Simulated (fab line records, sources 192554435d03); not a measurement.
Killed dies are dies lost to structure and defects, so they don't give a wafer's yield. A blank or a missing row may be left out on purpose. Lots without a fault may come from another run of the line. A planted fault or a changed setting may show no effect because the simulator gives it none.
Which tool did it? | flow n5_finfet | 10 lots, 30 wafers sampled, at 4 steps of a route of 1938

WHAT THE GAUGES READ, wafer by wafer
The record holds no reading of a measuring or inspecting step that can be judged against a usual standard deviation.

WHICH TOOL RAN EACH LOT (tool, then ch and the chambers of the sampled wafers, then the start)
lot  | N5_BEOL_M4_SPUTTER_92        | N5_BEOL_M5_ETCH_72                 | N5_BEOL_M5_ETCH_61                 | N5_BEOL_M5_STRIP_19
L980 | pvd_sputter-01, day 7 10:55  | rie_diel-02 ch 0,1,2, day 7 16:52  | rie_diel-02 ch 0,1,2, day 7 16:53  | rie_diel-02 ch 0,1,3, day 7 17:19
L982 | pvd_sputter-02, day 8 03:38  | rie_diel-06 ch 1,2,3, day 8 09:19  | rie_diel-06 ch 1,2,3, day 8 09:20  | rie_diel-02 ch 1,2,3, day 8 09:38
L984 | pvd_sputter-01, day 8 20:49  | rie_diel-02 ch 0,1, day 9 00:40    | rie_diel-02 ch 0,1, day 9 00:41    | rie_diel-05 ch 0,1,2, day 9 01:04
L986 | pvd_sputter-01, day 9 07:30  | rie_diel-06 ch 1,2,3, day 9 12:07  | rie_diel-06 ch 1,2,3, day 9 12:07  | rie_diel-05 ch 0,1,2, day 9 12:26
L988 | pvd_sputter-01, day 9 15:16  | rie_diel-06 ch 0,3, day 9 19:25    | rie_diel-06 ch 0,3, day 9 19:26    | rie_diel-06 ch 0,1,3, day 9 19:44
L990 | pvd_sputter-01, day 10 06:37 | rie_diel-06 ch 2,3, day 10 11:52   | rie_diel-06 ch 2,3, day 10 11:53   | rie_diel-05 ch 1,2, day 10 12:12
L991 | pvd_sputter-02, day 10 10:11 | rie_diel-05 ch 0,2,3, day 10 15:22 | rie_diel-05 ch 0,2,3, day 10 15:23 | rie_diel-06 ch 1,2,3, day 10 15:45
L995 | pvd_sputter-03, day 11 09:55 | rie_diel-02 ch 0,1,3, day 11 15:16 | rie_diel-02 ch 0,1,3, day 11 15:17 | rie_diel-06 ch 0,2, day 11 15:35
L998 | pvd_sputter-01, day 12 01:14 | rie_diel-02 ch 1,3, day 12 06:14   | rie_diel-02 ch 1,3, day 12 06:15   | rie_diel-02 ch 0,2, day 12 06:34
L101 | pvd_sputter-03, day 13 05:49 | rie_diel-02 ch 0,1,2, day 13 09:45 | rie_diel-02 ch 0,1,2, day 13 09:46 | rie_diel-02 ch 0,2,3, day 13 10:05
- N5_BEOL_M4_SPUTTER_92: material Cu, target thk 4.5 nm, time 8.29 s.
- N5_BEOL_M5_ETCH_72: etches underlayer in N2/H2, target depth 6.5 nm, time 5.2 s.
- N5_BEOL_M5_ETCH_61: etches SiARC in CF4, target depth 15.6 nm, time 26 s.
- N5_BEOL_M5_STRIP_19: strips in O2.

WHAT THE TOOLS THEMSELVES READ (means of the sampled wafers that have a number; where no wafer has one, the mark that the record gives instead)
N5_BEOL_M4_SPUTTER_92.
lot  | tool           | substrate_temp_c (C) | throttle_valve_pct (%)
L980 | pvd_sputter-01 | -19.97               | 30.4
L982 | pvd_sputter-02 | -20.03               | 29.5
L984 | pvd_sputter-01 | -19.81               | 29.5
L986 | pvd_sputter-01 | -20.03               | 29.6
L988 | pvd_sputter-01 | -20.00               | 30.3
L990 | pvd_sputter-01 | -20.05               | 29.4
L991 | pvd_sputter-02 | -20.00               | 29.9
L995 | pvd_sputter-03 | -20.03               | 29.0
L998 | pvd_sputter-01 | -19.94               | 30.3
L101 | pvd_sputter-03 | -19.89               | 29.0

N5_BEOL_M5_ETCH_72.
lot  | tool        | bias_w (W) | drypump_motor_current_A (A) | etch_rf_on_time_s (s) | oes_product_au (a.u.) | rf_vpp_V (V) | showerhead_plenum_p_Torr (Torr) | throttle_valve_pct (%)
L980 | rie_diel-02 | 149.3      | 5.6                         | 5.22                  | 0.65                  | 523          | 2.49                            | 17.69
L982 | rie_diel-06 | 150.1      | 5.3                         | 5.14                  | 0.66                  | 523          | 2.50                            | 17.66
L984 | rie_diel-02 | 150.0      | 5.3                         | 5.15                  | 0.64                  | 522          | 2.48                            | 17.64
L986 | rie_diel-06 | 149.5      | 5.3                         | 5.10                  | 0.65                  | 522          | 2.50                            | 17.66
L988 | rie_diel-06 | 150.2      | 5.8                         | 5.15                  | 0.71                  | 521          | 2.42                            | 17.49
L990 | rie_diel-06 | 149.9      | 5.6                         | 4.97                  | 0.69                  | 525          | 2.55                            | 17.64
L991 | rie_diel-05 | 149.8      | 5.4                         | 5.30                  | 0.71                  | 526          | 2.62                            | 17.82
L995 | rie_diel-02 | 150.0      | 5.5                         | 5.22                  | 0.63                  | 524          | 2.52                            | 17.78
L998 | rie_diel-02 | 181.6      | 5.8                         | 4.67                  | 0.68                  | 590          | 2.49                            | 17.72
L101 | rie_diel-02 | 181.8      | 5.7                         | 4.71                  | 0.65                  | 589          | 2.47                            | 17.78

N5_BEOL_M5_ETCH_61.
lot  | tool        | bias_w (W) | drypump_motor_current_A (A) | etch_rf_on_time_s (s) | oes_product_au (a.u.) | rf_vpp_V (V) | showerhead_plenum_p_Torr (Torr) | throttle_valve_pct (%)
L980 | rie_diel-02 | 36.05      | 5.7                         | 26.2                  | 0.64                  | 184.2        | 2.10                            | 15.53
L982 | rie_diel-06 | 36.06      | 5.3                         | 25.4                  | 0.66                  | 183.7        | 2.12                            | 15.53
L984 | rie_diel-02 | 36.06      | 5.3                         | 26.1                  | 0.64                  | 183.7        | 2.11                            | 15.55
L986 | rie_diel-06 | 35.99      | 5.3                         | 25.6                  | 0.65                  | 183.7        | 2.12                            | 15.55
L988 | rie_diel-06 | 36.13      | 5.8                         | 25.6                  | 0.71                  | 183.3        | 2.06                            | 15.37
L990 | rie_diel-06 | 36.04      | 5.6                         | 24.7                  | 0.70                  | 184.7        | 2.16                            | 15.45
L991 | rie_diel-05 | 35.98      | 5.5                         | 26.5                  | 0.70                  | 183.5        | 2.18                            | 15.41
L995 | rie_diel-02 | 35.95      | 5.5                         | 25.8                  | 0.63                  | 183.8        | 2.13                            | 15.56
L998 | rie_diel-02 | 36.09      | 5.8                         | 25.5                  | 0.64                  | 182.9        | 2.11                            | 15.51
L101 | rie_diel-02 | 36.04      | 5.6                         | 25.9                  | 0.62                  | 182.8        | 2.09                            | 15.62

N5_BEOL_M5_STRIP_19.
lot  | tool        | drypump_motor_current_A (A) | oes_product_au (a.u.) | rf_vpp_V (V) | showerhead_plenum_p_Torr (Torr) | throttle_valve_pct (%)
L980 | rie_diel-02 | 5.5                         | 0.76                  | 3.7          | 2.09                            | 16.53
L982 | rie_diel-02 | 5.8                         | 0.75                  | 3.9          | 2.07                            | 16.56
L984 | rie_diel-05 | 5.7                         | 0.85                  | 4.0          | 2.16                            | 16.59
L986 | rie_diel-05 | 5.7                         | 0.85                  | 3.3          | 2.16                            | 16.60
L988 | rie_diel-06 | 5.4                         | 0.79                  | 3.5          | 2.04                            | 16.50
L990 | rie_diel-05 | 5.3                         | 0.84                  | 4.0          | 2.19                            | 16.58
L991 | rie_diel-06 | 5.3                         | 0.76                  | 3.6          | 2.07                            | 16.64
L995 | rie_diel-06 | 5.5                         | 0.84                  | 3.6          | 2.19                            | 16.58
L998 | rie_diel-02 | 5.6                         | 0.71                  | 3.6          | 2.06                            | 16.79
L101 | rie_diel-02 | 5.5                         | 0.70                  | 3.8          | 2.10                            | 16.77

THE ANSWER, worked out from the rows above alone
Rule: what is usual is taken from the lots themselves. Put in order of their means at a reading, lots are off if they are a third of the lots or fewer, leave a main group of 4 or more, and stand apart from it by a gap of 3 or more times the standard deviation of the main group's means; of several such gaps the widest counts. A main group whose means are all the same, to the digits that the tables above print for the reading, isn't used. A lot without any number at a reading at which 4 lots or more have one is off too. The other lots that the step has rows for count as sound. The gauges are gone through in route order, then the tools' own readings, and for those a lot's mean is taken as printed above. The first step at which some lot is off is used, and at that step the reading that is off furthest; a lot without a number counts as furthest.
Off: L998, L101, at N5_BEOL_M5_ETCH_72 (bias_w). The main group: mean 149.8 W, standard deviation 0.29.
A tool fits if, at that step or a process step before it, it ran every lot that is off, and no sound lot after the first of them. One fits: rie_diel-02 at N5_BEOL_M5_ETCH_72. Its last sound lot is L995 (day 11 15:16), its first lot that is off L998 (day 12 06:14): a fault that began between those two fits.
The tool's own readings at N5_BEOL_M5_ETCH_72 bear it out: on the lots that are off they differ by more than 5 times the standard deviation of the sound lots' means. bias_w reads 181.7 W there against 149.8 W on the sound lots; etch_rf_on_time_s reads 4.69 s there against 5.16 s on the sound lots; rf_vpp_V reads 590 V there against 523 V on the sound lots.

WHAT THE SIMULATOR HAD PUT IN
Process parameter drift: rie_diel-02, from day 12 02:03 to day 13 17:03, at N5_BEOL_M5_ETCH_72. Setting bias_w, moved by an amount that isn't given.
Lots struck among those shown: L998, L101. The rule above found the same.
